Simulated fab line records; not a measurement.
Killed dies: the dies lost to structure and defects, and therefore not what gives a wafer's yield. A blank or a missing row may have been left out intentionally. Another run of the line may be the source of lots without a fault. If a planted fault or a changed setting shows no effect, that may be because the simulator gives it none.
A struck lot beside a sound one | flow n5_finfet | 38 steps out of a route of 1938
Sound: wafers L438.3, L438.4, L438.5. Struck: wafer L454.6; the same lot's L454.3 was not struck, so it is left out; see the end for the cause.
Per side, at each step with rows, come the tool, then ch with its chambers, and then its first start. Under that, the readings that differ: sound wafers | struck wafers | difference of the means | sigmas: that difference in standard deviations of wafers without a fault.
alike: words and numbers the same on both sides, and readings whose means are apart by under 2 such deviations; not compared: readings that were withheld, readings missing a value for some wafer, numbers with overlapping values and no deviation given by the record, and bounds like >300 which may hide the same value.
Wherever a step has rows on one side only, a row that says differs or no value, or a row with sigmas, the two part there. When numbers do not overlap yet have no deviation, they are printed without sigmas and do not part them. Lack of a reading on every wafer of one side parts them only where that side has two or more wafers.

first, 9 steps without rows for these wafers: N5_BEOL_M12_PRE_CLEAN_42 (time 30 s); N5_BEOL_M12_SPUTTER_43 (material TaN, target thk 15 nm, time 24.19 s); N5_BEOL_M12_SPUTTER_44 (material Ta, target thk 10 nm, time 16.13 s); N5_BEOL_M12_SPUTTER_45 (material Cu, target thk 80 nm, time 13.33 s); N5_BEOL_M12_ECD_47 (material Cu, target thk 720 nm); N5_BEOL_M12_ANNEAL_48 (time 90 s); N5_BEOL_M12_CMP_49 (polishes, stops on SiOC, t overpolish 20.6 s, target thk 320 nm); N5_BEOL_M12_PRE_CLEAN_52 (time 15 s); N5_BEOL_M12_DEP_53 (deposits SiCN from 3MS/NH3, target thk 30 nm, time 10.5 s).
N5_BEOL_M13_ILD_DEP_00: deposits SiOC from DEMS/O2, target thk 837.92 nm, time 166.4 s.
  sound on pecvd-03 ch 0,2, day 10 21:43; struck on pecvd-03 ch 2, day 14 23:17
  reading                                       | sound             | struck | difference | sigmas
  run_length_s (s)                              | 212.0 211.3 212.1 | 302.8  | +91.0      | +99 or more
  model.SiOC_of_BEOL_M13_ILD_DEP_00.thk_nm (nm) | 835.2 851.4 856.2 | 1304   | +456       |
  alike: heater_power_w, showerhead_plenum_p_Torr, throttle_valve_pct
N5_BEOL_M13_THK_MEAS_01:
  struck on film_metro-01, day 14 23:26; sound on film_metro-01, day 10 21:52
  reading          | sound       | struck | difference | sigmas
  M13_ILD_THK (nm) | 835 851 856 | 1305   | +458       | +49
then, 10 steps without rows for these wafers: N5_BEOL_M13_COAT_58 (time 60 s, resist thk 89 nm); N5_BEOL_M13_COAT_04 (resist thk 400 nm); N5_BEOL_M13_EBR_06; N5_BEOL_M13_SOFTBAKE_05 (time 60 s); N5_BEOL_M13_EXPOSE_07 (exposes mask V12); N5_BEOL_M13_PEB_08 (peb time 90 s); N5_BEOL_M13_DEVELOP_09 (develop time 45 s); N5_BEOL_M13_HARDBAKE_14 (time 120 s); N5_BEOL_M13_DESCUM_15 (chemistry O2, time 7.9 s); N5_BEOL_M13_ETCH_59 (etches BARC in N2/H2, target depth 89 nm, overetch 26.7 nm, time 67.9 s).
N5_BEOL_M13_VIA_ETCH_16: etches SiOC in C4F8/O2/Ar, target depth 921.7 nm.
  sound on rie_diel-05 ch 0,1,3, day 10 22:28; struck on rie_diel-02 ch 3, day 15 00:02
  reading                                    | sound             | struck | difference | sigmas
  model.etch.depth_nm (nm)                   | 835.3 851.4 856.2 | 1304   | +456       |
  model.coat_of_BEOL_M13_COAT_04.thk_nm (nm) | 72 66.4 70.6      | 0      | -70        |
  model.BARC_of_BEOL_M13_COAT_58.thk_nm (nm) | 89 88.8 89.2      | 21.8   | -67.2      |
  alike: drypump_motor_current_A, oes_product_au, rf_vpp_V, showerhead_plenum_p_Torr, throttle_valve_pct
N5_BEOL_M13_STRIP_63: strips in N2/H2.
  sound on plasma_asher-02 ch 0,1, day 10 22:43; struck on plasma_asher-01 ch 1, day 15 00:18
  reading                      | sound             | struck | difference | sigmas
  oes_product_au (a.u.)        | 0.676 0.667 0.683 | 0.238  | -0.437     | -83
  strip_time_to_endpoint_s (s) | 28.3 26.6 27.8    | 0.0    | -27.6      | -25
  alike: drypump_motor_current_A, heater_power_w, temp_c
  not compared: rf_hours_counter_h
N5_BEOL_M13_STRIP_64: strips in N2/H2.
  sound on plasma_asher-02 ch 0,1, day 10 22:47; struck on plasma_asher-01 ch 1, day 15 00:22
  reading                      | sound             | struck | difference | sigmas
  oes_product_au (a.u.)        | 0.712 0.711 0.717 | 0.587  | -0.126     | -26
  strip_time_to_endpoint_s (s) | 31.32 31.26 31.35 | 12.11  | -19.20     | -99 or more
  alike: drypump_motor_current_A, heater_power_w, temp_c
  not compared: rf_hours_counter_h
then, 2 steps without rows for these wafers: N5_BEOL_M13_STRIP_71 (strips in post etch residue remover, time 60 s); N5_BEOL_M13_SRD_72 (time 30 s, dry time 30 s).
N5_BEOL_M13_CD_MEAS_17: the cd target is 190 nm.
  struck on cd_sem-02, day 15 00:29; sound on cd_sem-03, day 10 22:55
  reading    | sound             | struck | difference | sigmas
  cd_nm (nm) | 189.5 190.6 189.5 | 200.8  | +10.9      | +7
then, 9 steps without rows for these wafers: N5_BEOL_M13_COAT_65 (time 60 s, resist thk 350 nm); N5_BEOL_M13_COAT_66 (time 60 s, resist thk 110 nm); N5_BEOL_M13_COAT_22 (resist thk 300 nm); N5_BEOL_M13_EBR_24; N5_BEOL_M13_SOFTBAKE_23 (time 60 s); N5_BEOL_M13_EXPOSE_25 (exposes mask M13, target cd 210 nm); N5_BEOL_M13_PEB_26 (peb time 90 s); N5_BEOL_M13_DEVELOP_27 (develop time 45 s); N5_BEOL_M13_HARDBAKE_32 (time 120 s).
N5_BEOL_M13_CMP_49: polishes, stops on SiOC, t overpolish 17.1 s, target thk 420 nm.
  sound on cmp-01 ch 0,1, day 11 03:24; struck on cmp-03 ch 3, day 15 05:17
  reading                                       | sound             | struck | difference | sigmas
  model.SiOC_of_BEOL_M13_ILD_DEP_00.thk_nm (nm) | 779.2 792.2 797.2 | 1243   | +453       |
  alike: motor_current_A
N5_PASSIVATION_PROBE_49:
  the record has rows for the struck wafers here (prober-01, day 16 09:33) and none for the sound ones

== WHERE THEY PART ==
First at N5_BEOL_M13_ILD_DEP_00; last, within this record, at N5_PASSIVATION_PROBE_49.

WHY: the cause the simulator had injected
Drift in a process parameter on pecvd-03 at N5_BEOL_M13_ILD_DEP_00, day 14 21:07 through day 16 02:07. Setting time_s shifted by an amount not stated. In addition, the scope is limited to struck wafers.
